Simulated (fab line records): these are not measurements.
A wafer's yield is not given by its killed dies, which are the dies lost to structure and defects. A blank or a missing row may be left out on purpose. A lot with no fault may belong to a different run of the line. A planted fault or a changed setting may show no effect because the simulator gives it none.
Struck lot and sound lot, side by side	flow n5 finfet	30 steps out of a route of 1938
Sound: the wafers L989.1, L989.2, L989.4. Struck: wafer L997.2 (L997.5, L997.6, from the same lot, were not struck and are left out); the cause is given at the end.
Each step with rows lists, per side, the tool, then ch with its chambers, then its first start. Under that, the readings that differ: sound wafers	struck wafers	difference of the means	sigmas: that difference in standard deviations of wafers without a fault.
alike: words and numbers the same on both sides, and readings whose means are apart by under 2 such deviations; not compared: readings that were withheld, readings missing a value for some wafer, numbers with overlapping values and no deviation given by the record, and bounds like >300 which may hide the same value.
Wherever a step has rows on one side only, a row that says differs or no value, or a row with sigmas, the two part there. Numbers that don't overlap but have no deviation are shown without sigmas and don't part them. A reading that every wafer of one side lacks parts them only if that side has two wafers or more.

first, 7 steps without rows for these wafers: N5_FIN_CUT_COAT_29 (time 60 s, resist thk 10 nm); N5_FIN_CUT_COAT_02 (resist thk 30 nm); N5_FIN_CUT_EBR_04; N5_FIN_CUT_SOFTBAKE_03 (time 60 s); N5_FIN_CUT_EXPOSE_05 (exposes mask FIN CUT); N5_FIN_CUT_PEB_06 (peb time 60 s); N5_FIN_CUT_DEVELOP_07 (develop time 30 s).
N5_FIN_CUT_CD_MEAS_08: target cd 29.1 nm.
  sound on cd sem-02 ch 0, day 2 02:40; struck on cd sem-01 ch 0, day 4 05:43
  alike: cd nm
N5_FIN_CUT_OVL_MEAS_09:
  sound on overlay-01 ch 0, day 2 02:42; struck on overlay-02 ch 0, day 4 05:45
  alike: FIN_CUT_OVL
N5_FIN_CUT_INSPECT_10: inspects for defects (brightfield).
  sound: defect inspect-02 at day 2 02:46; struck: defect inspect-02 at day 4 05:48
  alike: raw defect count
N5_FIN_CUT_DESCUM_13: chemistry O2, time 7 s.
  sound on rie diel-02 ch 0,1,2, day 2 02:48; struck on rie diel-04 ch 3, day 4 05:50
reading	sound	struck	difference	sigmas
rf hours counter h (h)	248 147 225	89	-118	
  alike: drypump motor current A, oes product au, rf vpp V, showerhead plenum p Torr, throttle valve pct
then, 1 step without rows for these wafers: N5_FIN_CUT_ETCH_30 (etches underlayer in N2/H2, target depth 13 nm, time 10.4 s).
N5_FIN_CUT_ETCH_20: etches SiARC in CF4, target depth 26 nm, time 43.3 s.
  sound on rie diel-02 ch 0,1,2, day 2 02:51; struck on rie diel-04 ch 3, day 4 05:53
reading	sound	struck	difference	sigmas
rf hours counter h (h)	248 147 225	89	-118	
  alike: drypump motor current A, etch rf on time s, oes product au, rf vpp V, showerhead plenum p Torr, throttle valve pct
then, 3 steps without rows for these wafers: N5_FIN_CUT_ETCH_21 (etches SOC in N2/H2, target depth 219 nm, overetch 43.8 nm, time 523.5 s); N5_FIN_CUT_STRIP_23 (strips in N2/H2); N5_FIN_CUT_STRIP_31 (strips in N2/H2).
N5_FIN_CUT_STRIP_24: strips in CF4.
  sound on rie diel-02 ch 0,1,2, day 2 03:13; struck on rie diel-04 ch 3, day 4 06:15
reading	sound	struck	difference	sigmas
rf hours counter h (h)	248 147 226	89	-118	
  alike: drypump motor current A, oes product au, rf vpp V, showerhead plenum p Torr, throttle valve pct
N5_FIN_CUT_CUT_ETCH_26: etches SiNx in CH3F/O2, target depth 39 nm, time 55.7 s.
  sound on rie diel-02 ch 0,1,2, day 2 03:14; struck on rie diel-04 ch 3, day 4 06:16
reading	sound	struck	difference	sigmas
rf hours counter h (h)	248 147 226	89	-118	
  alike: drypump motor current A, oes product au, rf vpp V, showerhead plenum p Torr, throttle valve pct
then, 1 step without rows for these wafers: N5_FIN_CUT_CUT_ETCH_27 (etches SiO2 in CHF3/O2, target depth 4 nm, overetch 2 nm, time 4.9 s).
N5_FIN_CUT_PRECLEAN_35: cleans in vHF, time 13.3 s.
  sound on vapor etch-02 ch 0,1, day 2 03:21; struck on vapor etch-02 ch 0, day 4 06:23
  alike: drypump motor current A
then, 1 step without rows for these wafers: N5_FIN_CUT_CUT_ETCH_15 (etches Si in HBr/Cl2/O2, target depth 100 nm, bt time 10 s, time 42.4 s).
N5_FIN_CUT_CUT_ETCH_28: etches Si in HBr/Cl2/O2, target depth 6 nm, time 2.4 s.
  sound on rie si-04 ch 0,1,3, day 2 03:29; struck on rie si-05 ch 3, day 4 06:31
  alike: drypump motor current A, oes product au, throttle valve pct
  not compared: rf hours counter h
then, 4 steps without rows for these wafers: N5_FIN_CUT_STRIP_22 (strips in N2/H2); N5_FIN_CUT_PRECLEAN_36 (cleans in O3/DIW, time 60 s); N5_FIN_CUT_SRD_32 (time 30 s); N5_FIN_CUT_UV_OZONE_34 (time 120 s).
N5_FIN_CUT_INSPECT_17: inspects for defects (brightfield).
  sound: defect inspect-02 at day 2 03:43; struck: defect inspect-01 at day 4 06:44
reading	sound	struck	difference	sigmas
raw defect count	241 277 232	544	+294	+4
then, 1 step without rows for these wafers: N5_STI_FIN_REVEAL_ALD_00 (deposits SiO2, target thk 1 nm, pulse time 1 s).
-- a jump in the record: the struck wafers' starts before and after are 7 days apart (it breaks off in module STI_FIN_REVEAL and resumes in module BEOL_M4, where the first step shown is number 1111 of the route) --
N5_BEOL_M4_RC_MEAS_101:
  sound on prober-02 ch 0, day 8 20:29; struck on prober-01 ch 0, day 11 16:45
reading	sound	struck	difference	sigmas
SS_N (mV/dec)	71.7 70.8 70.8	72.5	+1.4	+2
  alike: DIBL_N, DIBL_P, IOFF_N, IOFF_P, ION_N, ION_P, SS_P, VT_N, VT_P
-- the record jumps here: 4 days lie between the struck wafers' starts before and after (it left off in module BEOL_M4 and takes up again in module PASSIVATION, whose first step shown is number 1936 of the route) --
N5_PASSIVATION_PROBE_49:
  rows exist in the record for the struck wafers here (prober-01, day 15 21:19), but not for the sound ones

WHERE THEY PART
Earliest at N5_FIN_CUT_INSPECT_17; latest, in this record, at N5_PASSIVATION_PROBE_49.

WHY: the cause the simulator had injected
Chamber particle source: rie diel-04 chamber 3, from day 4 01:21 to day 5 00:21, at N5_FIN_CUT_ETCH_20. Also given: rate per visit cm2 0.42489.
